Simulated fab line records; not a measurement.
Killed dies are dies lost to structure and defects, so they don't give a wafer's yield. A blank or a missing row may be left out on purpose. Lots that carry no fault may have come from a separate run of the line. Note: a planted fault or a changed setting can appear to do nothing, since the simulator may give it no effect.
Matching of chambers | flow n5 finfet | 4 sister chambers for N5_BEOL_M0_SAQP_ETCH_101 on rie diel-01
The step etches SiNx in CH3F/O2, target depth 29.9 nm, time 42.7 s. 22 wafers are shown with their chamber, then 11 later ones without.

## WAFERS WITH THEIR CHAMBER
wafer  | chamber | drypump motor current A (A) | showerhead plenum p Torr (Torr) | rf vpp V (V)
L074.2 | 1       | 6.13                        | 2.05                            | 304
L074.3 | 2       | 5.66                        | 2.07                            | 294
L074.5 | 2       | 5.68                        | 2.07                            | 293
L077.1 | 1       | 6.13                        | 2.05                            | 305
L077.2 | 3       | 5.85                        | 2.05                            | 287
L077.5 | 2       | 5.66                        | 2.07                            | 294
L078.2 | 1       | 6.11                        | 2.05                            | 304
L078.3 | 3       | 5.84                        | 2.05                            | 288
L078.6 | 3       | 5.85                        | 2.05                            | 285
L080.1 | 0       | 5.67                        | 1.96                            | 295
L080.3 | 2       | 5.66                        | 2.07                            | 293
L080.4 | 1       | 6.09                        | 2.05                            | 303
L083.1 | 2       | 5.65                        | 2.07                            | 292
L083.2 | 1       | 6.12                        | 2.04                            | 303
L083.5 | 2       | 5.64                        | 2.07                            | 293
L086.1 | 2       | 5.67                        | 2.07                            | 294
L086.2 | 3       | 5.87                        | 2.05                            | 287
L086.4 | 1       | 6.11                        | 2.04                            | 305
L090.1 | 2       | 5.66                        | 2.06                            | 293
L090.2 | 1       | 6.11                        | 2.04                            | 303
L090.4 | 3       | 5.87                        | 2.05                            | 286
L091.1 | 1       | 6.10                        | 2.04                            | 305

SIGNATURES (averages over the wafers above)
reading                  | chamber 0 | chamber 1 | chamber 2 | chamber 3 | scatter within a chamber
drypump motor current A  | 5.6700    | 6.1125    | 5.6600    | 5.8560    | 0.0131
showerhead plenum p Torr | 1.9600    | 2.0450    | 2.0687    | 2.0500    | 0.004
rf vpp V                 | 295.00    | 304.00    | 293.25    | 286.60    | 0.904
Rule: for each reading, subtract the chamber's mean from the wafer's reading, divide by that reading's scatter and square the result; add these up over the readings and take the root, which gives the wafer's distance from the chamber. The wafer belongs to the nearest chamber; if the next one is less than 2 further off, it can't be placed. The scatter: take each reading less its chamber's mean, square it, sum over the shown wafers, divide by the number of wafers less the number of chambers, and take the root.

## WAFERS WITHOUT THEIR CHAMBER
wafer  | drypump motor current A (A) | showerhead plenum p Torr (Torr) | rf vpp V (V)
L091.3 | 5.85                        | 2.05                            | 288
L091.6 | 6.12                        | 2.04                            | 302
L092.3 | 5.66                        | 1.95                            | 295
L092.4 | 5.87                        | 2.05                            | 287
L092.5 | 6.11                        | 2.04                            | 304
L096.3 | 5.68                        | 1.95                            | 296
L096.5 | 5.67                        | 1.95                            | 294
L096.6 | 5.86                        | 2.05                            | 286
L097.1 | 5.62                        | 1.95                            | 295
L097.3 | 5.68                        | 2.06                            | 292
L097.5 | 5.66                        | 2.06                            | 293

## THE CHAMBER EACH PASSED THROUGH
wafer  | from the rows above | in truth
L091.3 | 3                   | 3
L091.6 | 1                   | 1
L092.3 | 0                   | 0
L092.4 | 3                   | 3
L092.5 | 1                   | 1
L096.3 | 0                   | 0
L096.5 | 0                   | 0
L096.6 | 3                   | 3
L097.1 | 0                   | 0
L097.3 | 2                   | 2
L097.5 | 2                   | 2
Correct placement for 11 of the 11. Number that these rows cannot place: 0. Placed wrongly: 0.
